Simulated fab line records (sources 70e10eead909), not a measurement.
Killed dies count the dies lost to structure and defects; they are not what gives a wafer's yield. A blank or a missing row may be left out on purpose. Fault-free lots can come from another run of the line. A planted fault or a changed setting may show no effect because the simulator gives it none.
Which tool is to blame?    flow nand-harc    12 lots, 36 wafers sampled, at 5 steps of a route of 1159

== WHAT EACH GAUGE READ, for each wafer ==
NHARC_P_M1_INSPECT_27.
lot   measured      on                 raw-defect-count
L075  day 6 11:44   defect-inspect-02  484 253 372
L077  day 6 13:24   defect-inspect-02  305 176 236
L079  day 7 00:00   defect-inspect-01  396 498 399
L081  day 7 18:13   defect-inspect-02  249 237 300
L083  day 8 20:22   defect-inspect-01  341 358 240
L084  day 9 09:40   defect-inspect-02  242 270 204
L086  day 9 11:56   defect-inspect-01  300 295 608
L089  day 10 02:16  defect-inspect-02  198 141 265
L091  day 10 08:25  defect-inspect-01  469 466 277
L092  day 10 13:20  defect-inspect-01  298 317 177
L094  day 11 12:05  defect-inspect-02  237 293 160
L096  day 11 15:00  defect-inspect-01  215 325 461

== EACH LOT AND THE TOOL THAT RAN IT (in order: tool; ch and the chambers of the sampled wafers; start) ==
lot   NHARC_P_GATE_RTA_80               NHARC_P_GATE_RTA_82               NHARC_P_M1_ETCH_35                  NHARC_P_M1_DEGAS_29
L075  rtp-anneal-02 ch 0, day 5 17:12   rtp-anneal-01 ch 0, day 5 17:40   rie-diel-06 ch 0,1,3, day 6 09:11   pvd-sputter-03, day 6 10:11
L077  rtp-anneal-02 ch 0, day 5 21:51   rtp-anneal-02 ch 0, day 5 22:18   rie-diel-12 ch 2,3, day 6 10:32     pvd-sputter-01, day 6 11:33
L079  rtp-anneal-01 ch 0, day 6 10:33   rtp-anneal-02 ch 0, day 6 11:01   rie-diel-12 ch 0,3, day 6 21:26     pvd-sputter-03, day 6 22:25
L081  rtp-anneal-01 ch 0, day 7 04:22   rtp-anneal-01 ch 0, day 7 04:50   rie-diel-01 ch 0,2,3, day 7 15:42   pvd-sputter-02, day 7 16:39
L083  rtp-anneal-02 ch 0, day 7 20:58   rtp-anneal-01 ch 0, day 7 21:27   rie-diel-01 ch 1,2, day 8 17:43     pvd-sputter-01, day 8 18:48
L084  rtp-anneal-02 ch 0, day 8 16:08   rtp-anneal-01 ch 0, day 8 16:36   rie-diel-01 ch 0,2,3, day 9 07:11   pvd-sputter-03, day 9 08:07
L086  rtp-anneal-02 ch 0, day 8 21:11   rtp-anneal-02 ch 0, day 8 21:40   rie-diel-12 ch 0,1,3, day 9 09:28   pvd-sputter-03, day 9 10:25
L089  rtp-anneal-01 ch 0, day 9 06:13   rtp-anneal-01 ch 0, day 9 06:41   rie-diel-12 ch 1,2, day 9 23:46     pvd-sputter-01, day 10 00:43
L091  rtp-anneal-02 ch 0, day 9 17:26   rtp-anneal-01 ch 0, day 9 17:56   rie-diel-06 ch 0,1,3, day 10 05:56  pvd-sputter-01, day 10 06:52
L092  rtp-anneal-01 ch 0, day 10 00:02  rtp-anneal-02 ch 0, day 10 00:30  rie-diel-06 ch 0,1, day 10 10:47    pvd-sputter-03, day 10 11:43
L094  rtp-anneal-02 ch 0, day 10 12:20  rtp-anneal-02 ch 0, day 10 13:08  rie-diel-01 ch 1,2, day 11 09:31    pvd-sputter-01, day 11 10:27
L096  rtp-anneal-01 ch 0, day 11 01:02  rtp-anneal-01 ch 0, day 11 01:29  rie-diel-12 ch 1,2,3, day 11 12:32  pvd-sputter-01, day 11 13:27
- NHARC_P_GATE_RTA_80: time 30 s.
- NHARC_P_GATE_RTA_82: time 30 s.
- NHARC_P_M1_ETCH_35: etches the open film in N2/H2, target depth 40 nm, overetch 12 nm, time 43.94 s.
- NHARC_P_M1_DEGAS_29: time 60 s.

== THE ANSWER, worked out from the rows above alone ==
Rule: the usual values come from the lots themselves. The widest of any qualifying gaps counts: lots, ordered by their means at a reading, are off when they make up no more than a third of the lots, leave a main group of 4 or more, and stand apart from it by 3 or more times the standard deviation of that group's means. If all means in a main group match to the digits the tables above print for the reading, that group is not used. Also off: a lot with no number at a reading for which 4 or more lots have one. The other lots that the step has rows for count as sound.
None of the lots is off at any reading shown; this tells nothing.

== WHAT THE SIMULATOR PUT IN ==
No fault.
